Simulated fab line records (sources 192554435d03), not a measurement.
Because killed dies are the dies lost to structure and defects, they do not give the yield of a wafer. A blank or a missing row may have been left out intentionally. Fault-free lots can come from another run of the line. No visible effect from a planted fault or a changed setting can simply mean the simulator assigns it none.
Which tool is to blame?	flow n5Finfet	23 lots with 69 wafers sampled at 6 steps, on a route of 1938 steps

WHAT THE GAUGES SHOWED, per wafer
N5_BEOL_M13_CD_MEAS_17 targets a cd of 190 nm. Usual: cdNm at 190.0 nm, with a standard deviation of 1.4.
lot	measured	on	cdNm (nm)	flag
L074	day 11 01:46	cdSem-03	190.7 189.2 190.6	
L075	day 11 09:43	cdSem-03	190.8 190.6 189.5	
L077	day 11 12:54	cdSem-01	191.0 188.9 189.2	
L076	day 11 21:26	cdSem-03	187.9 189.0 187.7	
L079	day 12 20:40	cdSem-02	189.2 190.4 187.7	
L078	day 12 23:01	cdSem-03	189.1 190.0 188.0	
L082	day 13 02:18	cdSem-03	189.8 192.1 193.2	
L080	day 13 07:26	cdSem-03	188.4 189.4 191.9	
L081	day 13 14:32	cdSem-01	189.9 190.8 190.0	
L085	day 13 23:14	cdSem-01	190.9 188.8 189.6	
L083	day 14 01:14	cdSem-02	188.1 185.7 190.3	
L087	day 14 06:56	cdSem-01	189.0 189.2 187.4	
L086	day 14 09:15	cdSem-01	189.2 188.8 190.8	
L084	day 14 09:50	cdSem-01	190.7 192.1 190.1	
L088	day 14 16:19	cdSem-03	191.3 190.5 190.4	
L089	day 14 20:32	cdSem-02	189.9 190.5 190.4	
L090	day 15 17:07	cdSem-02	190.6 190.4 191.3	
L091	day 15 22:22	cdSem-01	190.8 191.2 191.3	
L092	day 15 22:39	cdSem-02	189.5 191.9 189.6	
L093	day 16 08:55	cdSem-03	190.0 191.2 187.7	
L094	day 16 17:33	cdSem-01	190.3 189.0 189.9	
L097	day 17 02:00	cdSem-03	191.2 190.0 190.1	
L096	day 17 08:49	cdSem-03	191.7 189.7 190.1	

N5_BEOL_M13_THK_MEAS_50: measures by xrf. Usual: for M13_THK the level is 431 nm and the standard deviation is 10.
lot	measured	on	M13_THK (nm)	flag
L074	day 11 08:07	filmMetro-02	423 420 425	
L075	day 11 14:38	filmMetro-02	427 440 444	
L077	day 12 00:00	filmMetro-02	424 435 420	
L076	day 12 01:04	filmMetro-02	427 422 427	
L079	day 13 01:06	filmMetro-02	443 440 449	
L078	day 13 05:47	filmMetro-01	416 419 417	
L082	day 13 06:20	filmMetro-02	434 433 434	
L080	day 13 13:02	filmMetro-02	437 440 431	
L081	day 13 20:32	filmMetro-02	437 446 439	
L085	day 14 03:27	filmMetro-02	424 431 427	
L083	day 14 05:38	filmMetro-02	429 417 431	
L087	day 14 14:46	filmMetro-01	430 429 422	
L086	day 14 17:25	filmMetro-01	438 430 443	
L084	day 14 18:51	filmMetro-02	447 448 433	
L088	day 14 20:47	filmMetro-01	426 427 410	
L089	day 15 00:35	filmMetro-02	430 423 432	
L090	day 15 19:56	filmMetro-01	420 407 421	
L091	day 16 01:26	filmMetro-01	426 424 413	
L092	day 16 02:13	filmMetro-01	427 441 431	
L093	day 16 12:38	filmMetro-01	436 437 438	
L094	day 16 20:09	filmMetro-01	439 437 442	
L097	day 17 07:01	filmMetro-02	427 443 446	
L096	day 17 12:37	filmMetro-02	447 436 444	

WHICH TOOL RAN EACH LOT (tool, then ch and the chambers of the sampled wafers, then the start)
lot	N5_BEOL_M13_STRIP_63	N5_BEOL_M13_DESCUM_33	N5_BEOL_M13_ETCH_67	N5_BEOL_M13_PRE_CLEAN_42
L074	plasmaAsher-01 ch 0,1, day 11 01:34	rieDiel-05 ch 0,1,2, day 11 02:11	rieDiel-05 ch 0,1,2, day 11 02:13	pvdSputter-02, day 11 05:50
L075	plasmaAsher-01 ch 0,1, day 11 09:31	rieDiel-04 ch 1,2, day 11 10:15	rieDiel-04 ch 1,2, day 11 10:17	pvdSputter-03, day 11 13:18
L077	plasmaAsher-02 ch 0,1, day 11 12:41	rieDiel-01 ch 0,3, day 11 13:19	rieDiel-01 ch 0,3, day 11 13:21	pvdSputter-02, day 11 22:56
L076	plasmaAsher-02 ch 0,1, day 11 21:14	rieDiel-05 ch 0,3, day 11 21:59	rieDiel-05 ch 0,3, day 11 22:01	pvdSputter-02, day 11 23:37
L079	plasmaAsher-02 ch 0,1, day 12 20:29	rieDiel-04 ch 0,2, day 12 21:05	rieDiel-04 ch 0,2, day 12 21:07	pvdSputter-02, day 12 23:53
L078	plasmaAsher-01 ch 0,1, day 12 22:48	rieDiel-01 ch 0,1, day 13 00:08	rieDiel-01 ch 0,1, day 13 00:11	pvdSputter-01, day 13 04:43
L082	plasmaAsher-02 ch 0,1, day 13 02:06	rieDiel-05 ch 0,2, day 13 02:50	rieDiel-05 ch 0,2, day 13 02:53	pvdSputter-01, day 13 05:08
L080	plasmaAsher-02 ch 0,1, day 13 07:14	rieDiel-04 ch 2,3, day 13 07:59	rieDiel-04 ch 2,3, day 13 08:02	pvdSputter-03, day 13 11:58
L081	plasmaAsher-01 ch 0,1, day 13 14:19	rieDiel-04 ch 1,2, day 13 15:22	rieDiel-04 ch 1,2, day 13 15:24	pvdSputter-02, day 13 19:27
L085	plasmaAsher-01 ch 0,1, day 13 23:02	rieDiel-05 ch 0,1, day 13 23:39	rieDiel-05 ch 0,1, day 13 23:41	pvdSputter-03, day 14 02:22
L083	plasmaAsher-02 ch 0,1, day 14 01:02	rieDiel-05 ch 0,2,3, day 14 01:40	rieDiel-05 ch 0,2,3, day 14 01:41	pvdSputter-02, day 14 03:56
L087	plasmaAsher-01 ch 0,1, day 14 06:44	rieDiel-01 ch 0,1,2, day 14 07:44	rieDiel-01 ch 0,1,2, day 14 07:46	pvdSputter-01, day 14 13:22
L086	plasmaAsher-01 ch 0,1, day 14 09:04	rieDiel-04 ch 0,1,3, day 14 09:40	rieDiel-04 ch 0,1,3, day 14 09:42	pvdSputter-02, day 14 16:20
L084	plasmaAsher-02 ch 0,1, day 14 09:37	rieDiel-04 ch 0,1,3, day 14 10:28	rieDiel-04 ch 0,1,3, day 14 10:29	pvdSputter-02, day 14 17:47
L088	plasmaAsher-02 ch 0, day 14 16:07	rieDiel-05 ch 0,1, day 14 17:01	rieDiel-05 ch 0,1, day 14 17:02	pvdSputter-01, day 14 19:41
L089	plasmaAsher-01 ch 0, day 14 20:19	rieDiel-01 ch 0,1,2, day 14 20:57	rieDiel-01 ch 0,1,2, day 14 20:59	pvdSputter-03, day 14 23:22
L090	plasmaAsher-01 ch 0,1, day 15 16:56	rieDiel-05 ch 0,1,2, day 15 17:32	rieDiel-05 ch 0,1,2, day 15 17:34	pvdSputter-01, day 15 18:52
L091	plasmaAsher-01 ch 0,1, day 15 22:10	rieDiel-05 ch 0,1,2, day 15 22:55	rieDiel-05 ch 0,1,2, day 15 22:58	pvdSputter-01, day 16 00:20
L092	plasmaAsher-02 ch 0,1, day 15 22:27	rieDiel-04 ch 0,1,3, day 15 23:23	rieDiel-04 ch 0,1,3, day 15 23:26	pvdSputter-02, day 16 01:08
L093	plasmaAsher-02 ch 0,1, day 16 08:43	rieDiel-04 ch 0,1,2, day 16 09:20	rieDiel-04 ch 0,1,2, day 16 09:22	pvdSputter-01, day 16 11:31
L094	plasmaAsher-02 ch 0,1, day 16 17:20	rieDiel-04 ch 1,2, day 16 17:58	rieDiel-04 ch 1,2, day 16 18:00	pvdSputter-03, day 16 18:59
L097	plasmaAsher-02 ch 0,1, day 17 01:47	rieDiel-04 ch 1,3, day 17 02:25	rieDiel-04 ch 1,3, day 17 02:27	pvdSputter-02, day 17 05:46
L096	plasmaAsher-02 ch 0,1, day 17 08:37	rieDiel-04 ch 0,2,3, day 17 09:22	rieDiel-04 ch 0,2,3, day 17 09:23	pvdSputter-02, day 17 11:14
- N5_BEOL_M13_STRIP_63: strips in N2/H2.
- N5_BEOL_M13_DESCUM_33: chemistry O2, time 7.9 s.
- N5_BEOL_M13_ETCH_67: etches SiARC in CF4, target depth 143 nm, time 238.3 s.
- N5_BEOL_M13_PRE_CLEAN_42: time 30 s.

WHAT THE TOOLS THEMSELVES READ (means of the sampled wafers that have a number; where no wafer has one, the mark that the record gives instead)
N5_BEOL_M13_STRIP_63. Usual: drypumpMotorCurrentA 5.6 A, standard deviation 0.36; heaterPowerW 314 W, standard deviation 11; n2FlowSccm 1751 sccm, standard deviation 5.1; oesProductAu 0.674 a.u., standard deviation 0.0049; stripTimeToEndpointS 27.9 s, standard deviation 1; tempC 250.01 C, standard deviation 0.19.
lot	tool	drypumpMotorCurrentA (A)	heaterPowerW (W)	n2FlowSccm (sccm)	oesProductAu (a.u.)	stripTimeToEndpointS (s)	tempC (C)	flag
L074	plasmaAsher-01	5.6	301	1750	0.673	27.3	250.04	
L075	plasmaAsher-01	5.6	300	1756	0.671	27.2	250.06	
L077	plasmaAsher-02	5.3	316	1751	0.677	28.9	249.95	
L076	plasmaAsher-02	5.6	319	1760	0.673	28.2	249.98	
L079	plasmaAsher-02	5.3	315	1751	0.672	27.3	250.06	
L078	plasmaAsher-01	5.6	300	1755	0.672	27.9	249.85	
L082	plasmaAsher-02	5.6	323	1751	0.677	29.0	250.12	
L080	plasmaAsher-02	5.6	317	1753	0.672	27.5	250.02	
L081	plasmaAsher-01	5.6	300	1752	0.670	28.2	249.99	
L085	plasmaAsher-01	5.6	306	1747	0.673	28.8	250.08	
L083	plasmaAsher-02	5.6	321	1750	0.679	28.7	250.10	
L087	plasmaAsher-01	5.6	304	1751	0.678	27.1	250.09	
L086	plasmaAsher-01	5.6	301	1749	0.675	28.5	249.89	
L084	plasmaAsher-02	5.3	318	1751	0.675	27.8	250.05	
L088	plasmaAsher-02	5.8	324	1752	0.671	28.9	250.11	
L089	plasmaAsher-01	6.0	318	1751	0.675	26.5	249.94	
L090	plasmaAsher-01	5.8	312	1749	0.673	27.1	249.91	
L091	plasmaAsher-01	5.8	310	1744	0.678	29.0	249.98	
L092	plasmaAsher-02	5.3	320	1748	0.675	28.9	250.00	
L093	plasmaAsher-02	5.6	321	1749	0.674	27.7	250.02	
L094	plasmaAsher-02	5.3	317	1752	0.675	27.1	250.08	
L097	plasmaAsher-02	5.6	320	1748	0.675	27.7	249.92	
L096	plasmaAsher-02	5.3	321	1748	0.678	27.7	250.04	

N5_BEOL_M13_DESCUM_33. Usual: biasPowerW 19.99 W (standard deviation 0.054); drypumpMotorCurrentA 5.8 A (standard deviation 0.35); oesProductAu 0.81 a.u. (standard deviation 0.092); rfVppV 243.1 V (standard deviation 1.2); showerheadPlenumPTorr 2.10 Torr (standard deviation 0.052); tempC 40.00 C (standard deviation 0.11); throttleValvePct 20.30 % (standard deviation 0.17).
lot	tool	biasPowerW (W)	drypumpMotorCurrentA (A)	oesProductAu (a.u.)	rfVppV (V)	showerheadPlenumPTorr (Torr)	tempC (C)	throttleValvePct (%)	flag
L074	rieDiel-05	19.99	5.5	0.77	243.2	2.13	40.00	20.38	
L075	rieDiel-04	20.01	6.2	0.80	243.4	2.08	39.96	20.20	
L077	rieDiel-01	20.01	5.5	0.74	242.0	2.04	39.95	20.36	
L076	rieDiel-05	19.98	5.5	0.79	244.7	2.18	40.03	20.48	
L079	rieDiel-04	19.96	6.0	0.86	243.5	2.08	40.01	20.06	
L078	rieDiel-01	19.97	5.4	0.73	243.3	2.09	40.02	20.43	
L082	rieDiel-05	20.06	5.7	0.75	243.6	2.12	39.93	20.48	
L080	rieDiel-04	19.97	6.1	0.85	242.9	2.07	39.88	20.06	
L081	rieDiel-04	20.00	6.2	0.88	242.9	2.08	40.08	20.08	
L085	rieDiel-05	19.96	5.3	0.76	243.6	2.13	40.08	20.34	
L083	rieDiel-05	20.01	5.6	0.74	243.0	2.12	39.90	20.51	
L087	rieDiel-01	19.99	5.4	0.80	242.0	2.08	40.03	20.47	
L086	rieDiel-04	20.01	5.9	0.91	243.2	2.13	39.94	20.24	
L084	rieDiel-04	20.01	5.9	0.91	243.5	2.13	39.95	20.23	
L088	rieDiel-05	20.03	5.3	0.80	243.9	2.18	40.16	20.40	
L089	rieDiel-01	19.97	5.4	0.80	243.3	2.07	40.01	20.47	
L090	rieDiel-05	20.04	5.5	0.83	243.3	2.12	39.92	20.32	
L091	rieDiel-05	20.00	5.5	0.82	242.3	2.12	39.90	20.32	
L092	rieDiel-04	20.00	5.9	0.88	242.8	2.13	40.04	20.25	
L093	rieDiel-04	19.94	6.1	0.86	243.1	2.10	40.09	20.19	
L094	rieDiel-04	19.99	6.2	0.88	243.3	2.10	40.08	20.20	
L097	rieDiel-04	20.05	6.2	0.89	243.4	2.12	39.98	20.28	
L096	rieDiel-04	20.01	5.9	0.83	243.7	2.09	40.02	20.17	

N5_BEOL_M13_ETCH_67. Usual: drypumpMotorCurrentA 5.8 A (standard deviation 0.36); etchRfOnTimeS 237 s (standard deviation 6.6); mfcArSccm 99.99 sccm (standard deviation 0.29); oesProductAu 0.70 a.u. (standard deviation 0.078); rfVppV 184.2 V (standard deviation 1.1); showerheadPlenumPTorr 2.15 Torr (standard deviation 0.06); throttleValvePct 15.47 % (standard deviation 0.2).
lot	tool	drypumpMotorCurrentA (A)	etchRfOnTimeS (s)	mfcArSccm (sccm)	oesProductAu (a.u.)	rfVppV (V)	showerheadPlenumPTorr (Torr)	throttleValvePct (%)	flag
L074	rieDiel-05	5.5	241	100.04	0.66	184.5	2.18	15.55	
L075	rieDiel-04	6.2	233	100.01	0.68	183.7	2.12	15.32	
L077	rieDiel-01	5.6	243	100.12	0.64	183.5	2.08	15.50	
L076	rieDiel-05	5.5	241	100.16	0.68	184.8	2.23	15.64	
L079	rieDiel-04	6.0	234	99.67	0.74	183.8	2.11	15.15	
L078	rieDiel-01	5.5	235	100.23	0.64	183.3	2.13	15.64	
L082	rieDiel-05	5.7	238	99.99	0.64	184.4	2.17	15.68	
L080	rieDiel-04	6.1	235	99.91	0.72	183.3	2.11	15.21	
L081	rieDiel-04	6.2	229	99.92	0.75	183.2	2.11	15.19	
L085	rieDiel-05	5.3	239	100.13	0.66	185.2	2.18	15.48	
L083	rieDiel-05	5.6	243	100.13	0.62	183.6	2.17	15.72	
L087	rieDiel-01	5.4	241	99.83	0.68	183.7	2.12	15.64	
L086	rieDiel-04	5.9	234	99.87	0.77	184.3	2.19	15.45	
L084	rieDiel-04	6.0	236	99.93	0.77	185.5	2.19	15.45	
L088	rieDiel-05	5.3	238	100.23	0.69	185.1	2.22	15.53	
L089	rieDiel-01	5.4	239	99.77	0.69	184.0	2.12	15.65	
L090	rieDiel-05	5.5	241	100.07	0.70	184.8	2.17	15.45	
L091	rieDiel-05	5.5	239	100.11	0.71	184.3	2.17	15.46	
L092	rieDiel-04	5.9	235	100.17	0.76	184.3	2.19	15.46	
L093	rieDiel-04	6.0	230	99.99	0.75	183.2	2.14	15.34	
L094	rieDiel-04	6.3	229	100.31	0.75	184.0	2.14	15.36	
L097	rieDiel-04	6.2	231	99.85	0.77	185.5	2.18	15.51	
L096	rieDiel-04	5.9	236	100.00	0.71	184.4	2.14	15.37	

N5_BEOL_M13_PRE_CLEAN_42. Usual: heaterPowerW at 345 W, with a standard deviation of 43.
lot	tool	heaterPowerW (W)	flag
L074	pvdSputter-02	363	
L075	pvdSputter-03	342	
L077	pvdSputter-02	344	
L076	pvdSputter-02	334	
L079	pvdSputter-02	289	
L078	pvdSputter-01	325	
L082	pvdSputter-01	351	
L080	pvdSputter-03	359	
L081	pvdSputter-02	362	
L085	pvdSputter-03	321	
L083	pvdSputter-02	321	
L087	pvdSputter-01	350	
L086	pvdSputter-02	290	
L084	pvdSputter-02	380	
L088	pvdSputter-01	377	
L089	pvdSputter-03	329	
L090	pvdSputter-01	358	
L091	pvdSputter-01	339	
L092	pvdSputter-02	342	
L093	pvdSputter-01	337	
L094	pvdSputter-03	364	
L097	pvdSputter-02	371	
L096	pvdSputter-02	359	

THE ANSWER, worked out from the rows above alone
Rule: a lot counts as off when the mean over its wafers that have a number is more than 3 standard deviations away from the usual mean. A lot without any number at a reading at which 4 lots or more have one is off too. Any other lot the step has rows for is counted as sound. Order of review: gauges by route order, followed by the tools' own readings, for which a lot's mean as printed above is used. At the first step where some lot is off, the reading lying furthest off is the one used; lots without a number count as furthest.
Across all readings shown, no lot is off: no conclusion can be drawn from this.

WHAT THE SIMULATOR HAD INSERTED
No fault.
